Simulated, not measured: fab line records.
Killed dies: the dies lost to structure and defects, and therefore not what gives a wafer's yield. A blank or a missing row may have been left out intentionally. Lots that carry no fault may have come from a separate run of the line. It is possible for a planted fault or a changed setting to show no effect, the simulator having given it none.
The tool behind it: which one? + flow nand harc + 72 wafers from 24 lots sampled at 3 of the route's 1159 steps

WHAT EACH GAUGE READ, for each wafer
NHARC_A_CONTACT_CD_MEAS_42 targets a cd of 200 nm.
| lot  | measured     | on        | cd nm (nm)        |
|------|--------------|-----------|-------------------|
| L074 | day 16 02:44 | cd sem-03 | 201.1 200.8 200.8 |
| L075 | day 16 15:43 | cd sem-01 | 200.6 200.0 200.6 |
| L077 | day 16 19:38 | cd sem-02 | 199.8 200.0 200.9 |
| L076 | day 16 20:02 | cd sem-01 | 200.2 200.0 200.3 |
| L079 | day 17 11:52 | cd sem-01 | 199.9 199.8 199.5 |
| L078 | day 17 05:59 | cd sem-02 | 200.3 200.7 200.1 |
| L081 | day 17 22:23 | cd sem-02 | 199.9 199.4 200.1 |
| L082 | day 18 00:34 | cd sem-01 | 199.6 200.3 199.9 |
| L085 | day 18 12:36 | cd sem-03 | 200.3 200.2 200.3 |
| L083 | day 18 12:46 | cd sem-01 | 200.5 200.4 200.9 |
| L080 | day 18 17:34 | cd sem-01 | 200.5 200.3 200.4 |
| L084 | day 18 22:15 | cd sem-03 | 200.1 200.1 199.9 |
| L086 | day 19 03:44 | cd sem-03 | 199.3 200.1 200.3 |
| L087 | day 19 04:47 | cd sem-01 | 200.1 200.9 200.9 |
| L088 | day 19 16:25 | cd sem-03 | 199.2 198.4 199.0 |
| L089 | day 19 16:44 | cd sem-03 | 200.9 199.9 200.0 |
| L091 | day 20 11:10 | cd sem-02 | 200.6 200.0 200.4 |
| L090 | day 20 10:01 | cd sem-01 | 200.4 200.6 200.5 |
| L093 | day 20 19:22 | cd sem-03 | 199.6 199.5 199.0 |
| L092 | day 20 19:46 | cd sem-02 | 200.2 200.1 200.3 |
| L094 | day 21 02:44 | cd sem-01 | 200.1 200.3 200.4 |
| L095 | day 21 08:22 | cd sem-02 | 199.7 199.0 199.9 |
| L097 | day 21 22:56 | cd sem-02 | 200.5 200.3 199.9 |
| L096 | day 22 14:00 | cd sem-02 | 199.6 200.1 200.1 |

EACH LOT AND THE TOOL THAT RAN IT (in order: tool; ch and the chambers of the sampled wafers; start)
| lot  | NHARC_A_WL_FILL_ALD_10           | NHARC_A_WL_FILL_STRIP_29           |
|------|----------------------------------|------------------------------------|
| L074 | ald hk-01 ch 1,3, day 15 04:14   | rie diel-10 ch 0,2, day 15 08:58   |
| L075 | ald hk-04 ch 0,1,3, day 15 18:29 | rie diel-02 ch 0,2,3, day 15 23:14 |
| L077 | ald hk-04 ch 1,3, day 15 22:34   | rie diel-02 ch 0,1,2, day 16 02:49 |
| L076 | ald hk-03 ch 0,1,3, day 15 23:37 | rie diel-09 ch 1,2,3, day 16 02:50 |
| L079 | ald hk-01 ch 1,3, day 16 06:56   | rie diel-10 ch 0,2,3, day 16 11:46 |
| L078 | ald hk-03 ch 0,1,3, day 16 06:57 | rie diel-02 ch 0,1, day 16 11:40   |
| L081 | ald hk-01 ch 0,2,3, day 16 22:50 | rie diel-02 ch 0,2,3, day 17 03:38 |
| L082 | ald hk-01 ch 0,1, day 17 03:33   | rie diel-02 ch 1,2, day 17 07:46   |
| L085 | ald hk-01 ch 0,1,3, day 17 17:23 | rie diel-10 ch 0,1,2, day 17 21:35 |
| L083 | ald hk-03 ch 0,3, day 17 17:23   | rie diel-09 ch 0,2,3, day 17 21:36 |
| L080 | ald hk-04 ch 0,1,2, day 17 17:24 | rie diel-10 ch 0,1,3, day 17 21:38 |
| L084 | ald hk-04 ch 1,2, day 18 02:35   | rie diel-09 ch 0,2,3, day 18 06:53 |
| L086 | ald hk-04 ch 1,2,3, day 18 07:08 | rie diel-02 ch 0,1,2, day 18 11:55 |
| L087 | ald hk-01 ch 1,3, day 18 08:51   | rie diel-10 ch 0,3, day 18 13:05   |
| L088 | ald hk-04 ch 0,1,3, day 18 20:45 | rie diel-02 ch 0,1,2, day 19 01:31 |
| L089 | ald hk-03 ch 0,2, day 18 22:27   | rie diel-10 ch 1,3, day 19 02:43   |
| L091 | ald hk-01 ch 0,2,3, day 19 14:02 | rie diel-02 ch 1,2,3, day 19 18:14 |
| L090 | ald hk-04 ch 0,2,3, day 19 15:05 | rie diel-09 ch 1,2, day 19 18:18   |
| L093 | ald hk-03 ch 1,3, day 19 23:46   | rie diel-09 ch 0,2, day 20 04:25   |
| L092 | ald hk-04 ch 1,2, day 19 23:46   | rie diel-02 ch 0,1, day 20 04:29   |
| L094 | ald hk-04 ch 0,2,3, day 20 04:02 | rie diel-10 ch 1,2,3, day 20 08:53 |
| L095 | ald hk-03 ch 0,1,2, day 20 04:35 | rie diel-02 ch 0,1,3, day 20 09:18 |
| L097 | ald hk-04 ch 0,3, day 20 23:47   | rie diel-09 ch 2,3, day 21 04:32   |
| L096 | ald hk-03 ch 0,1,2, day 21 15:37 | rie diel-09 ch 1,2,3, day 21 20:23 |
- NHARC_A_WL_FILL_ALD_10: deposits SiO2, target thk 50 nm, pulse time 10 s, ald cycles 500.
- NHARC_A_WL_FILL_STRIP_29: strips in O2, time 20 s.

AS READ BY THE TOOLS THEMSELVES (means over the sampled wafers that have a number; for cases with no such wafer, the mark the record gives instead)
NHARC_A_WL_FILL_ALD_10.
| lot  | tool      | heater power w (W) | precursor pulse height rel |
|------|-----------|--------------------|----------------------------|
| L074 | ald hk-01 | 438                | 0.990                      |
| L075 | ald hk-04 | 407                | 0.992                      |
| L077 | ald hk-04 | 397                | 1.006                      |
| L076 | ald hk-03 | 494                | 0.997                      |
| L079 | ald hk-01 | 433                | 1.006                      |
| L078 | ald hk-03 | 497                | 1.023                      |
| L081 | ald hk-01 | 466                | 1.008                      |
| L082 | ald hk-01 | 436                | 0.994                      |
| L085 | ald hk-01 | 447                | 0.988                      |
| L083 | ald hk-03 | 507                | 1.005                      |
| L080 | ald hk-04 | 427                | 0.980                      |
| L084 | ald hk-04 | 442                | 0.970                      |
| L086 | ald hk-04 | 420                | 0.990                      |
| L087 | ald hk-01 | 440                | 0.990                      |
| L088 | ald hk-04 | 405                | 0.987                      |
| L089 | ald hk-03 | 502                | 1.000                      |
| L091 | ald hk-01 | 464                | 0.967                      |
| L090 | ald hk-04 | 450                | 0.980                      |
| L093 | ald hk-03 | 478                | 1.004                      |
| L092 | ald hk-04 | 437                | 0.998                      |
| L094 | ald hk-04 | 445                | 1.004                      |
| L095 | ald hk-03 | 493                | 1.016                      |
| L097 | ald hk-04 | 428                | 0.997                      |
| L096 | ald hk-03 | 499                | 0.989                      |

NHARC_A_WL_FILL_STRIP_29.
| lot  | tool        | drypump motor current A (A) | mfc ar sccm (sccm) | oes product au (a.u.) | rf vpp V (V) | showerhead plenum p Torr (Torr) | throttle valve pct (%) |
|------|-------------|-----------------------------|--------------------|-----------------------|--------------|---------------------------------|------------------------|
| L074 | rie diel-10 | 5.6                         | 0.002              | 1.003                 | 57.6         | 3.33                            | 17.038                 |
| L075 | rie diel-02 | 5.5                         | 0.000              | 1.009                 | 57.6         | 3.57                            | 17.037                 |
| L077 | rie diel-02 | 5.8                         | 0.006              | 1.012                 | 56.7         | 3.55                            | 17.044                 |
| L076 | rie diel-09 | 5.4                         | 0.016              | 0.985                 | 58.3         | 3.58                            | 17.022                 |
| L079 | rie diel-10 | 5.8                         | 0.001              | 1.002                 | 57.2         | 3.48                            | 17.034                 |
| L078 | rie diel-02 | 5.5                         | 0.006              | 1.010                 | 57.9         | 3.66                            | 17.037                 |
| L081 | rie diel-02 | 5.5                         | 0.000              | 1.012                 | 58.4         | 3.57                            | 17.038                 |
| L082 | rie diel-02 | 6.0                         | 0.006              | 1.019                 | 58.4         | 3.44                            | 17.038                 |
| L085 | rie diel-10 | 6.0                         | 0.001              | 1.004                 | 56.8         | 3.39                            | 17.039                 |
| L083 | rie diel-09 | 5.3                         | 0.016              | 1.004                 | 58.3         | 3.67                            | 17.042                 |
| L080 | rie diel-10 | 6.3                         | 0.000              | 1.005                 | 58.2         | 3.53                            | 17.027                 |
| L084 | rie diel-09 | 5.2                         | 0.016              | 1.000                 | 57.3         | 3.67                            | 17.034                 |
| L086 | rie diel-02 | 5.8                         | 0.006              | 1.015                 | 57.6         | 3.55                            | 17.033                 |
| L087 | rie diel-10 | 6.2                         | 0.000              | 1.002                 | 57.8         | 3.63                            | 17.032                 |
| L088 | rie diel-02 | 5.8                         | 0.006              | 1.020                 | 58.0         | 3.55                            | 17.036                 |
| L089 | rie diel-10 | 6.4                         | 0.000              | 0.996                 | 57.9         | 3.67                            | 17.038                 |
| L091 | rie diel-02 | 5.8                         | 0.006              | 1.012                 | 57.7         | 3.54                            | 17.041                 |
| L090 | rie diel-09 | 5.5                         | 0.026              | 1.006                 | 57.8         | 3.60                            | 17.035                 |
| L093 | rie diel-09 | 5.4                         | 0.013              | 0.998                 | 58.4         | 3.72                            | 17.041                 |
| L092 | rie diel-02 | 5.8                         | 0.012              | 1.011                 | 57.7         | 3.63                            | 17.041                 |
| L094 | rie diel-10 | 6.1                         | 0.001              | 1.000                 | 57.8         | 3.53                            | 17.038                 |
| L095 | rie diel-02 | 5.5                         | 0.006              | 0.998                 | 57.6         | 3.65                            | 17.043                 |
| L097 | rie diel-09 | 5.2                         | 0.029              | 0.998                 | 57.9         | 3.65                            | 17.037                 |
| L096 | rie diel-09 | 5.4                         | 0.016              | 0.997                 | 57.9         | 3.58                            | 17.035                 |

THE ANSWER, worked out from the rows above alone
Rule: what is usual is taken from the lots themselves. Put in order of their means at a reading, lots are off if they are a third of the lots or fewer, leave a main group of 4 or more, and stand apart from it by a gap of 3 or more times the standard deviation of the main group's means; of several such gaps the widest counts. If all means in a main group match to the digits the tables above print for the reading, that group is not used. A lot without any number at a reading at which 4 lots or more have one is off too. Where the step has rows for the other lots, those lots are counted as sound. The gauges are gone through in route order, then the tools' own readings, and for those a lot's mean is taken as printed above. The first step at which some lot is off is used, and at that step the reading that is off furthest; a lot without a number counts as furthest.
No lot is off at any reading shown: from this, nothing can be told.

WHAT THE SIMULATOR HAD INSERTED
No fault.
